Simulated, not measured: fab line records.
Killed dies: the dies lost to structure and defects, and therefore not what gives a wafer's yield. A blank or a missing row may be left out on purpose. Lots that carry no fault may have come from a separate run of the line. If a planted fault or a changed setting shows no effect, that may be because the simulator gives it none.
Matching of chambers    flow n5Finfet    rieDiel-02 running N5_BEOL_M9_DESCUM_16: 4 sister chambers
The step chemistry O2, time 7.9 s. 4 wafers are shown with their chamber, then 11 later ones without.

WAFERS, EACH WITH ITS CHAMBER
wafer   chamber  drypumpMotorCurrentA (A)
L088.3  0        5.0
L086.2  1        6.5
L086.5  2        5.6
L089.2  3        6.0

WAFERS MISSING THEIR CHAMBER
wafer   drypumpMotorCurrentA (A)
L089.3  6.4
L089.5  6.0
L092.3  6.0
L092.4  6.0
L092.5  6.4
L091.2  6.4
L091.4  6.0
L091.6  6.4
L094.1  6.4
L094.2  5.6
L094.6  5.6

THE CHAMBER EACH PASSED THROUGH
wafer   from the rows above  in truth
L089.3  1                    1
L089.5  3                    3
L092.3  3                    3
L092.4  3                    3
L092.5  1                    1
L091.2  1                    1
L091.4  3                    3
L091.6  1                    1
L094.1  1                    1
L094.2  2                    2
L094.6  2                    2
Correctly placed: 11 of 11. From these rows, 0 cannot be placed. Number placed wrongly: 0.
How it was worked out, from the rows above alone: a wafer's distance from a chamber is the root of the sum, over the readings, of the square of ((its reading less the chamber's mean) divided by the reading's scatter). If the next closest chamber is less than 2 further off than the closest, the wafer can't be placed; otherwise it belongs to the closest. A chamber's mean is the mean of its shown wafers. The scatter: with one shown wafer a chamber, the root of the mean of the squares of how far each hidden wafer lies from its nearest shown one.
